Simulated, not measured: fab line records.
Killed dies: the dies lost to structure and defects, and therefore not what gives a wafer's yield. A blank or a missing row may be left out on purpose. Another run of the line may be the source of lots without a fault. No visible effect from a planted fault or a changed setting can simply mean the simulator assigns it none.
The tool behind it: which one? + flow nand_harc + 41 wafers from 14 lots sampled at 4 of the route's 1159 steps

## WHAT THE GAUGES READ, wafer by wafer
The record lacks any reading of a measuring or inspecting step that a usual standard deviation could be used to judge.

## TOOL THAT RAN EACH LOT (tool first, then ch and the chambers of the sampled wafers, then the start)
| lot  | NHARC_A_SGD_CUT_ETCHBACK_24        | NHARC_A_SLIT_DESCUM_14             | NHARC_A_SLIT_ETCH_15               | NHARC_A_SLIT_ETCH_17             |
|------|------------------------------------|------------------------------------|------------------------------------|----------------------------------|
| L456 | rie_diel-09 ch 0,3, day 14 03:31   | rie_diel-07 ch 0,3, day 14 07:13   | rie_diel-07 ch 1,3, day 14 07:23   | har_etch-02 ch 0,1, day 14 13:29 |
| L455 | rie_diel-08 ch 2,3, day 14 03:31   | rie_diel-06 ch 1,2, day 14 07:03   | rie_diel-06 ch 1,2, day 14 07:14   | har_etch-02 ch 0,1, day 14 11:34 |
| L458 | rie_diel-11 ch 0,2,3, day 14 16:15 | rie_diel-01 ch 1,2,3, day 14 20:37 | rie_diel-01 ch 0,2,3, day 14 20:47 | har_etch-01 ch 0,1, day 14 21:37 |
| L457 | rie_diel-09 ch 0,2,3, day 14 16:16 | rie_diel-06 ch 2,3, day 14 20:01   | rie_diel-06 ch 0,3, day 14 20:11   | har_etch-02 ch 0,1, day 14 20:46 |
| L459 | rie_diel-08 ch 0,1,3, day 15 20:31 | rie_diel-06 ch 0,2,3, day 16 02:40 | rie_diel-06 ch 1,2,3, day 16 02:50 | har_etch-01 ch 0,1, day 16 03:26 |
| L463 | rie_diel-08 ch 0,1,2, day 16 08:08 | rie_diel-01 ch 0,1,3, day 16 15:08 | rie_diel-01 ch 1,2,3, day 16 15:19 | har_etch-02 ch 0,1, day 16 20:09 |
| L468 | rie_diel-09 ch 2,3, day 17 10:46   | rie_diel-06 ch 1,3, day 17 14:12   | rie_diel-06 ch 0,2, day 17 14:22   | har_etch-02 ch 0,1, day 17 14:57 |
| L471 | rie_diel-08 ch 0,3, day 18 14:50   | rie_diel-01 ch 1,2, day 18 18:23   | rie_diel-01 ch 1,2, day 18 18:38   | har_etch-01 ch 1, day 18 19:16   |
| L474 | rie_diel-11 ch 0,3, day 18 14:53   | rie_diel-07 ch 0,2,3, day 18 18:36 | rie_diel-07 ch 2,3, day 18 18:53   | har_etch-02 ch 0,1, day 18 19:31 |
| L472 | rie_diel-09 ch 0,2,3, day 18 23:09 | rie_diel-07 ch 0,1, day 19 02:32   | rie_diel-07 ch 0,1,2, day 19 02:46 | har_etch-01 ch 0,1, day 19 03:34 |
| L475 | rie_diel-11 ch 1,2,3, day 19 09:40 | rie_diel-07 ch 0,1,2, day 19 13:05 | rie_diel-07 ch 0,1,2, day 19 13:19 | har_etch-01 ch 0,1, day 19 14:05 |
| L473 | rie_diel-09 ch 0,2,3, day 19 09:45 | rie_diel-07 ch 0,2, day 19 15:08   | rie_diel-07 ch 2,3, day 19 15:19   | har_etch-01 ch 0,1, day 19 16:01 |
| L477 | rie_diel-11 ch 1,2,3, day 19 17:11 | rie_diel-07 ch 1,2,3, day 19 22:01 | rie_diel-07 ch 1,2,3, day 19 22:11 | har_etch-02 ch 0,1, day 19 22:47 |
| L478 | rie_diel-09 ch 0,2,3, day 20 04:15 | rie_diel-07 ch 0,2, day 20 07:38   | rie_diel-07 ch 0,2, day 20 07:50   | har_etch-01 ch 0,1, day 20 08:34 |
- NHARC_A_SGD_CUT_ETCHBACK_24: etches the open film in CH3F/O2, target depth 50 nm, time 92.857 s.
- NHARC_A_SLIT_DESCUM_14: chemistry O2, time 3 s.
- NHARC_A_SLIT_ETCH_15: etches the open film in O2/COS, target depth 3200 nm, time 832 s.
- NHARC_A_SLIT_ETCH_17: etches the open film in C4F8/O2/Ar, time 1687.5 s, target depth 10100 nm.

## AS READ BY THE TOOLS THEMSELVES (means over the sampled wafers that have a number; for cases with no such wafer, the mark the record gives instead)
NHARC_A_SGD_CUT_ETCHBACK_24. Usual: for bias_w, 100.0 W with a standard deviation of 0.31; for drypump_motor_current_A, 5.5 A with a standard deviation of 0.35; for oes_product_au, 0.98 a.u. with a standard deviation of 0.033; for rf_fwd_power_W, 496.4 W with a standard deviation of 1.8; for rf_vpp_V, 244.2 V with a standard deviation of 1.6; for showerhead_plenum_p_Torr, 2.46 Torr with a standard deviation of 0.1; for throttle_valve_pct, 20.663 % with a standard deviation of 0.0085.
| lot  | tool        | bias_w (W) | drypump_motor_current_A (A) | oes_product_au (a.u.) | rf_fwd_power_W (W) | rf_vpp_V (V) | showerhead_plenum_p_Torr (Torr) | throttle_valve_pct (%) | flag |
|------|-------------|------------|-----------------------------|-----------------------|--------------------|--------------|---------------------------------|------------------------|------|
| L456 | rie_diel-09 | 100.0      | 5.6                         | 0.92                  | 496.0              | 244.2        | 2.52                            | 20.659                 |      |
| L455 | rie_diel-08 | 100.0      | 5.4                         | 1.00                  | 495.8              | 244.4        | 2.48                            | 20.654                 |      |
| L458 | rie_diel-11 | 100.0      | 5.8                         | 0.99                  | 495.7              | 245.5        | 2.54                            | 20.657                 |      |
| L457 | rie_diel-09 | 100.1      | 5.7                         | 0.93                  | 496.7              | 244.1        | 2.46                            | 20.660                 |      |
| L459 | rie_diel-08 | 100.0      | 5.3                         | 1.00                  | 497.3              | 242.0        | 2.31                            | 20.665                 |      |
| L463 | rie_diel-08 | 100.1      | 5.4                         | 1.00                  | 498.3              | 243.3        | 2.39                            | 20.665                 |      |
| L468 | rie_diel-09 | 99.7       | 5.7                         | 1.00                  | 497.4              | 243.8        | 2.41                            | 20.663                 |      |
| L471 | rie_diel-08 | 99.8       | 5.0                         | 1.00                  | 496.1              | 241.6        | 2.30                            | 20.668                 |      |
| L474 | rie_diel-11 | 100.0      | 5.7                         | 1.00                  | 495.7              | 246.4        | 2.57                            | 20.660                 |      |
| L472 | rie_diel-09 | 100.1      | 5.7                         | 1.00                  | 496.7              | 244.5        | 2.46                            | 20.665                 |      |
| L475 | rie_diel-11 | 100.3      | 5.6                         | 0.92                  | 498.3              | 245.0        | 2.54                            | 20.659                 |      |
| L473 | rie_diel-09 | 100.1      | 5.7                         | 1.00                  | 497.2              | 244.7        | 2.46                            | 20.660                 |      |
| L477 | rie_diel-11 | 99.9       | 5.6                         | 0.93                  | 497.0              | 245.4        | 2.54                            | 20.660                 |      |
| L478 | rie_diel-09 | 100.1      | 5.7                         | 1.00                  | 495.8              | 244.5        | 2.46                            | 20.665                 |      |

NHARC_A_SLIT_DESCUM_14. Usual: drypump_motor_current_A 5.5 A, standard deviation 0.56; oes_product_au 0.997 a.u., standard deviation 0.0073; rf_vpp_V 57.8 V, standard deviation 0.87; showerhead_plenum_p_Torr 1.93 Torr, standard deviation 0.053; throttle_valve_pct 11.310 %, standard deviation 0.0092.
| lot  | tool        | drypump_motor_current_A (A) | oes_product_au (a.u.) | rf_vpp_V (V) | showerhead_plenum_p_Torr (Torr) | throttle_valve_pct (%) | flag |
|------|-------------|-----------------------------|-----------------------|--------------|---------------------------------|------------------------|------|
| L456 | rie_diel-07 | 5.1                         | 1.003                 | 57.3         | 1.95                            | 11.316                 |      |
| L455 | rie_diel-06 | 4.8                         | 0.996                 | 57.3         | 1.93                            | 11.306                 |      |
| L458 | rie_diel-01 | 5.4                         | 0.994                 | 58.1         | 1.91                            | 11.318                 |      |
| L457 | rie_diel-06 | 6.1                         | 1.012                 | 58.3         | 1.99                            | 11.307                 |      |
| L459 | rie_diel-06 | 5.9                         | 0.995                 | 57.0         | 1.96                            | 11.319                 |      |
| L463 | rie_diel-01 | 5.7                         | 1.004                 | 58.6         | 1.92                            | 11.325                 |      |
| L468 | rie_diel-06 | 5.8                         | 1.004                 | 58.8         | 1.94                            | 11.308                 |      |
| L471 | rie_diel-01 | 5.1                         | 0.989                 | 57.6         | 1.91                            | 11.307                 |      |
| L474 | rie_diel-07 | 5.3                         | 0.998                 | 57.4         | 1.92                            | 11.306                 |      |
| L472 | rie_diel-07 | 5.5                         | 1.003                 | 57.7         | 1.91                            | 11.305                 |      |
| L475 | rie_diel-07 | 5.5                         | 1.004                 | 58.0         | 1.93                            | 11.312                 |      |
| L473 | rie_diel-07 | 5.4                         | 1.002                 | 57.8         | 1.89                            | 11.311                 |      |
| L477 | rie_diel-07 | 5.3                         | 0.998                 | 57.1         | 1.97                            | 11.316                 |      |
| L478 | rie_diel-07 | 5.4                         | 0.999                 | 58.6         | 1.89                            | 11.305                 |      |

NHARC_A_SLIT_ETCH_15. Usual: bias_w 300.1 W, standard deviation 0.93; drypump_motor_current_A 5.5 A, standard deviation 0.58; oes_product_au 0.996 a.u., standard deviation 0.0078; rf_fwd_power_W 499.8 W, standard deviation 1.4; rf_vpp_V 314.5 V, standard deviation 1.3; run_length_s 853.3 s, standard deviation 0.43; showerhead_plenum_p_Torr 3.16 Torr, standard deviation 0.081; throttle_valve_pct 28.329 %, standard deviation 0.009.
| lot  | tool        | bias_w (W) | drypump_motor_current_A (A) | oes_product_au (a.u.) | rf_fwd_power_W (W) | rf_vpp_V (V) | run_length_s (s) | showerhead_plenum_p_Torr (Torr) | throttle_valve_pct (%) | flag |
|------|-------------|------------|-----------------------------|-----------------------|--------------------|--------------|------------------|---------------------------------|------------------------|------|
| L456 | rie_diel-07 | 300.8      | 5.1                         | 1.002                 | 499.6              | 315.9        | 853.7            | 3.26                            | 28.334                 |      |
| L455 | rie_diel-06 | 300.5      | 4.8                         | 0.989                 | 499.8              | 314.5        | 852.5            | 3.14                            | 28.331                 |      |
| L458 | rie_diel-01 | 299.9      | 5.5                         | 0.995                 | 499.3              | 314.8        | 853.5            | 3.17                            | 28.334                 |      |
| L457 | rie_diel-06 | 299.3      | 6.5                         | 1.001                 | 499.2              | 314.8        | 853.0            | 3.20                            | 28.337                 |      |
| L459 | rie_diel-06 | 298.2      | 5.4                         | 0.991                 | 500.4              | 314.3        | 771.6            | 3.19                            | 28.330                 | OFF  |
| L463 | rie_diel-01 | 300.5      | 5.4                         | 0.993                 | 499.5              | 313.7        | 853.5            | 3.12                            | 28.331                 |      |
| L468 | rie_diel-06 | 301.5      | 5.5                         | 0.996                 | 498.0              | 314.4        | 731.0            | 3.16                            | 28.330                 | OFF  |
| L471 | rie_diel-01 | 300.5      | 5.1                         | 0.989                 | 500.4              | 313.9        | 853.4            | 3.12                            | 28.319                 |      |
| L474 | rie_diel-07 | 300.3      | 5.1                         | 0.988                 | 500.6              | 314.6        | 853.5            | 3.20                            | 28.327                 |      |
| L472 | rie_diel-07 | 300.1      | 5.5                         | 1.003                 | 500.2              | 314.6        | 853.2            | 3.14                            | 28.330                 |      |
| L475 | rie_diel-07 | 300.0      | 5.5                         | 0.991                 | 499.4              | 314.2        | 853.3            | 3.14                            | 28.326                 |      |
| L473 | rie_diel-07 | 299.1      | 5.2                         | 0.998                 | 501.0              | 315.0        | 853.3            | 3.16                            | 28.332                 |      |
| L477 | rie_diel-07 | 300.2      | 5.3                         | 0.989                 | 499.7              | 316.2        | 853.3            | 3.21                            | 28.325                 |      |
| L478 | rie_diel-07 | 300.2      | 5.4                         | 1.001                 | 500.4              | 313.3        | 853.6            | 3.06                            | 28.342                 |      |

NHARC_A_SLIT_ETCH_17. Usual: drypump_motor_current_A 6.2 A, standard deviation 0.38; run_length_s 1688.8 s, standard deviation 0.39; showerhead_plenum_p_Torr 3.69 Torr, standard deviation 0.11; throttle_valve_pct 32.047 %, standard deviation 0.0085.
| lot  | tool        | drypump_motor_current_A (A) | run_length_s (s) | showerhead_plenum_p_Torr (Torr) | throttle_valve_pct (%) | flag |
|------|-------------|-----------------------------|------------------|---------------------------------|------------------------|------|
| L456 | har_etch-02 | 5.9                         | 1688.9           | 3.78                            | 32.046                 |      |
| L455 | har_etch-02 | 5.9                         | 1689.0           | 3.78                            | 32.047                 |      |
| L458 | har_etch-01 | 6.6                         | 1688.4           | 3.61                            | 32.053                 |      |
| L457 | har_etch-02 | 5.8                         | 1689.1           | 3.71                            | 32.054                 |      |
| L459 | har_etch-01 | 6.6                         | 1688.4           | 3.61                            | 32.049                 |      |
| L463 | har_etch-02 | 5.9                         | 1689.0           | 3.70                            | 32.053                 |      |
| L468 | har_etch-02 | 5.8                         | 1689.3           | 3.72                            | 32.050                 |      |
| L471 | har_etch-01 | 6.5                         | 1688.5           | 3.72                            | 32.046                 |      |
| L474 | har_etch-02 | 5.9                         | 1689.1           | 3.76                            | 32.042                 |      |
| L472 | har_etch-01 | 6.6                         | 1688.4           | 3.65                            | 32.046                 |      |
| L475 | har_etch-01 | 6.6                         | 1688.2           | 3.65                            | 32.041                 |      |
| L473 | har_etch-01 | 6.6                         | 1688.4           | 3.58                            | 32.040                 |      |
| L477 | har_etch-02 | 5.8                         | 1689.0           | 3.68                            | 32.054                 |      |
| L478 | har_etch-01 | 6.6                         | 1688.3           | 3.58                            | 32.050                 |      |

## THE ANSWER, worked out from the rows above alone
Rule: a lot counts as off when the mean over its wafers that have a number is more than 3 standard deviations away from the usual mean. Also off: a lot with no number at a reading for which 4 or more lots have one. The other lots that the step has rows for count as sound. Order of review: gauges by route order, followed by the tools' own readings, for which a lot's mean as printed above is used. At the first step where some lot is off, the reading lying furthest off is the one used; lots without a number count as furthest.
Off at NHARC_A_SLIT_ETCH_15 (run_length_s): L459, L468.
A tool fits if, at that step or a process step before it, it ran every lot that is off, and no sound lot after the first of them. One candidate fits, namely rie_diel-06 at NHARC_A_SLIT_DESCUM_14 and NHARC_A_SLIT_ETCH_15. At NHARC_A_SLIT_DESCUM_14 its last sound lot is L457 (day 14 20:01), its first lot that is off L459 (day 16 02:40): a fault that began between those two fits.

## WHAT THE SIMULATOR PUT IN
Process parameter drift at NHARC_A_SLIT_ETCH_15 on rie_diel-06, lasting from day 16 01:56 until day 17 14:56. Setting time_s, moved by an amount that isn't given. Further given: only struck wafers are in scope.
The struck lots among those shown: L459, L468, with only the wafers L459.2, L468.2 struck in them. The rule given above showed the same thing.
